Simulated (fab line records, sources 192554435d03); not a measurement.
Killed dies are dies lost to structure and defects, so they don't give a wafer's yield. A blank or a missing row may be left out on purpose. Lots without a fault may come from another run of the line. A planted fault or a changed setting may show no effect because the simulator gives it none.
Split-lot experiment | flow n5_finfet | 7 lots, 21 wafers read, on a route of 1938 steps

THE SPLIT
At N5_BEOL_M1_EXPOSE_08 (exposes mask M1), the setting dose_mj was moved away from the recipe's 33 on 5 of the 21 wafers read, by -5.7% to +5.3%. The other wafers ran this setting at the recipe's value.

FROM THE SPLIT TO THE READING: what the file shows between them, 2 steps
- N5_BEOL_M1_PEB_09: peb time 60 s
- N5_BEOL_M1_DEVELOP_10: develop time 30 s

THE READING
cd_nm, in nm, at N5_BEOL_M1_CD_MEAS_11 (target cd 17.05 nm). Fault-free wafers of this fab line usually give 17.11 nm, standard deviation 0.24 nm.

wafer  | tool, chamber at the split | dose_mj as run | against the recipe | cd_nm, nm | against lot-mates on the recipe
L074.1 | euv_scanner-01, 0          | 33             | recipe             | 17.16     | -
L074.2 | euv_scanner-01, 0          | 33             | recipe             | 16.94     | -
L074.5 | euv_scanner-01, 0          | 33             | recipe             | 17.24     | -
L078.1 | euv_scanner-01, 0          | 33             | recipe             | 17.12     | -
L078.3 | euv_scanner-01, 0          | 33             | recipe             | 17.25     | -
L078.6 | euv_scanner-01, 0          | 34.74          | +5.3%              | 17.81     | +0.62
L080.1 | euv_scanner-02, 0          | 33             | recipe             | 17.15     | -
L080.4 | euv_scanner-02, 0          | 33             | recipe             | 17.35     | -
L080.5 | euv_scanner-02, 0          | 33             | recipe             | 17.28     | -
L083.3 | euv_scanner-01, 0          | 33             | recipe             | 16.92     | -
L083.5 | euv_scanner-01, 0          | 31.11          | -5.7%              | 16.23     | -0.71
L083.6 | euv_scanner-01, 0          | 33             | recipe             | 16.96     | -
L085.1 | euv_scanner-02, 0          | 31.14          | -5.6%              | 15.99     | -1.17
L085.5 | euv_scanner-02, 0          | 33             | recipe             | 17.47     | -
L085.6 | euv_scanner-02, 0          | 33             | recipe             | 16.85     | -
L088.2 | euv_scanner-02, 0          | 33             | recipe             | 16.89     | -
L088.5 | euv_scanner-02, 0          | 33             | recipe             | 17.08     | -
L088.6 | euv_scanner-02, 0          | 33             | recipe             | 16.87     | -
L097.1 | euv_scanner-01, 0          | 33             | recipe             | 17.06     | -
L097.2 | euv_scanner-01, 0          | 31.15          | -5.6%              | 16.03     | -1.03
L097.6 | euv_scanner-01, 0          | 31.15          | -5.6%              | 15.81     | -1.25

THE FIT
A straight line over all 21 wafers: cd_nm changes by +0.179 nm for each +1% of dose_mj; r = +0.93; the points scatter about the line by 0.19 nm.
The same after taking each lot's own level away (the mean of its wafers on the recipe; 21 wafers): +0.169 nm for each +1%; r = +0.94; scatter 0.17 nm.
On that fit, the largest move of dose_mj shifts the reading by 0.97 nm.
The lots' own levels span 16.940 to 17.260 nm, that is 1.3 times the standard deviation above.
So the lot-to-lot level changes the slope little: the two slopes agree.
Check: with one of the wafers moved furthest among these (-5.7%) left out of the fit, the line predicts -1.08 nm for it against its lot-mates. It came out at -0.71 nm against them.

OTHER SPLITS ON THESE WAFERS
These wafers also went through other splits before the reading. Each is held against what the fit with the lots' levels taken away leaves over:
other split on the same wafers                  | wafers away from the commonest value | r with cd_nm (lot level and that fit taken away)
N5_MOL_CONTACT_COAG_COAT_58 spin_rpm            | 10                                   | -0.36
N5_MOL_CONTACT_COAG_ETCH_105 bias_w             | 10                                   | -0.20
N5_MOL_CONTACT_COAG_COAT_64 spin_rpm            | 6                                    | -0.09
N5_MOL_CONTACT_COAG_EXPOSE_37 dose_mj           | 4                                    | -0.06
N5_MOL_CONTACT_COAG_ETCHBACK_136 target_depth_a | 5                                    | +0.23
N5_MOL_CONTACT_COAG_CVD_140 target_thk_a        | 7                                    | +0.23
N5_BEOL_M0_ETCH_128 source_w                    | 9                                    | +0.24

THE WHOLE CHAIN: every reading that the file lists as answering this split, in the file's order
step                  | what it does                                                          | reading                                                               | change (the file's fit)               | r (the file's)
N5_BEOL_M1_CD_MEAS_11 | target cd 17.05 nm                                                    | cd_nm                                                                 | +0.165 nm for each +1% of the setting | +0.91
N5_BEOL_M1_ETCH_74    | etches underlayer in N2/H2, target depth 6.5 nm, time 5.2 s           | BEOL_M1.cd_offset_nm (the simulator's own value, which no gauge read) | +0.189 nm for each +1% of the setting | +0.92
N5_BEOL_M1_ETCH_63    | etches SiARC in CF4, target depth 15.6 nm, time 26 s                  | BEOL_M1.cd_offset_nm (the simulator's own value, which no gauge read) | +0.167 nm for each +1% of the setting | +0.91
N5_BEOL_M1_ETCH_64    | etches SOC in N2/H2, target depth 75 nm, overetch 15 nm, time 112.5 s | BEOL_M1.cd_offset_nm (the simulator's own value, which no gauge read) | +0.162 nm for each +1% of the setting | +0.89

THE FILE'S OWN FIT
cd_nm changes by +0.165 nm for each +1% of dose_mj, r = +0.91.
